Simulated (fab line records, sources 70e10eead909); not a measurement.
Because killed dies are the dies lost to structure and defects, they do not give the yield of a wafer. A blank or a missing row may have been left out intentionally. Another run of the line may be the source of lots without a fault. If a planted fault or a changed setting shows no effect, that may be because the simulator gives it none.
A struck lot beside a sound one -- flow nand-harc -- 14 steps out of a route of 1302
Sound: these wafers, L734.1, L734.2, L734.3. Wafers L748.1, L748.2, L748.4 were the ones struck. At the end, the cause is stated.
At each step with rows: each side's tool, then ch and its chambers, then its first start. Under that, the readings that differ: sound wafers -- struck wafers -- difference of the means -- sigmas: that difference in standard deviations of wafers without a fault.
alike: a reading whose means differ by less than 2 such deviations, as well as words and numbers matching on both sides. not compared: withheld readings; readings where some wafer has no value; bounds like >300 that might hide an equal value; numbers whose values overlap and for which the record gives no deviation.
The two part at a step that has a row with sigmas, a row that says differs or no value, or rows on one side only. When numbers do not overlap yet have no deviation, they are printed without sigmas and do not part them. Lack of a reading on every wafer of one side parts them only where that side has two or more wafers.

NHARC_A_CHANNEL_FILL_D1_ALD_16: deposits SiO2, target thk 1.5 nm, pulse time 10 s, ald cycles 15.
  sound on ald-hk-04 ch 0,1,2, day 12 10:23; struck on ald-hk-02 ch 1,2,3, day 18 05:20
  alike: heater-power-w, precursor-pulse-height-rel
then, 2 steps without rows for these wafers: NHARC_A_CHANNEL_FILL_D1_ANNEAL_17 (time 1800 s); NHARC_A_CHANNEL_FILL_D1_CVD_18 (deposits poly-Si, target thk 3 nm).
NHARC_A_CHANNEL_FILL_D1_ETCHBACK_19: etches the open film in HBr/Cl2, target depth 5 nm, time 1.7 s.
  sound on rie-si-05 ch 1,2,3, day 12 22:13; struck on rie-si-04 ch 0,2,3, day 18 17:10
reading,sound,struck,difference,sigmas
rf-hours-counter-h (h),0.74 0.91 0.81,0.49 0.54 0.40,-0.34,
  alike: drypump-motor-current-A, oes-product-au, throttle-valve-pct
then, 1 step without rows for these wafers: NHARC_A_CHANNEL_FILL_D1_ETCHBACK_20 (etches the open film in C4F8/O2/Ar, target depth 27 nm, time 13.5 s).
NHARC_A_CHANNEL_FILL_D1_STRIP_28: strips in O2, time 20 s.
  sound on rie-diel-11 ch 1,2,3, day 12 22:27; struck on rie-diel-11 ch 1,2, day 18 17:24
  alike: drypump-motor-current-A, mfc-ar-sccm, o2-flow-sccm, oes-product-au, rf-vpp-V, showerhead-plenum-p-Torr, throttle-valve-pct
  not compared: rf-hours-counter-h
then, 4 steps without rows for these wafers: NHARC_A_CHANNEL_FILL_D1_PRECLEAN_21 (cleans in dHF, time 30 s); NHARC_A_CHANNEL_FILL_D1_SRD_23; NHARC_A_CHANNEL_FILL_D1_CVD_05 (deposits poly-Si, target thk 5 nm); NHARC_A_CHANNEL_FILL_D1_ANNEAL_22 (time 7200 s).
NHARC_A_CHANNEL_FILL_D1_ALD_25: deposits SiOx, target thk 60 nm, pulse time 10 s, ald cycles 600.
  sound on ald-hk-03 ch 0,1,2, day 13 11:05; struck on ald-hk-03 ch 1,2,3, day 19 05:23
  alike: heater-power-w, precursor-pulse-height-rel
NHARC_A_CHANNEL_FILL_D1_ETCHBACK_08: etches the open film in C4F8, target depth 220 nm, time 110 s.
  sound on rie-diel-10 ch 1,2,3, day 13 16:01; struck on rie-diel-07 ch 0,1,3, day 19 10:57
reading,sound,struck,difference,sigmas
rf-hours-counter-h (h),2 3 2,10 10 11,+8,
run-length-s (s),131.3 131.3 131.6,194.9 194.7 194.5,+63.3,+99 or more
  alike: oes-product-au, rf-vpp-V
NHARC_A_CHANNEL_FILL_D1_STRIP_29: strips in O2, time 20 s.
  sound on rie-diel-10 ch 0,1,2; struck on rie-diel-07 ch 0,1,3
reading,sound,struck,difference,sigmas
rf-hours-counter-h (h),3 2 3,10 10 11,+8,
  alike: drypump-motor-current-A, mfc-ar-sccm, o2-flow-sccm, oes-product-au, rf-vpp-V, showerhead-plenum-p-Torr, throttle-valve-pct
-- the record jumps here: 14 days lie between the struck wafers' starts before and after (it left off in module A_CHANNEL_FILL_D1 and takes up again in module END, whose first step shown is number 1302 of the route) --
NHARC_END_SORT_01:
  only the struck wafers appear in the record here, on prober-02 ch 0 at day 33 02:41; the sound ones have no rows

## WHERE THEY PART
At NHARC_A_CHANNEL_FILL_D1_ETCHBACK_08 first; at NHARC_END_SORT_01 last (within this record only).

WHY: what the simulator had put in
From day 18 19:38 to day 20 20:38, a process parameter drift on rie-diel-07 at NHARC_A_CHANNEL_FILL_D1_ETCHBACK_08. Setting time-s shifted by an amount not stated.
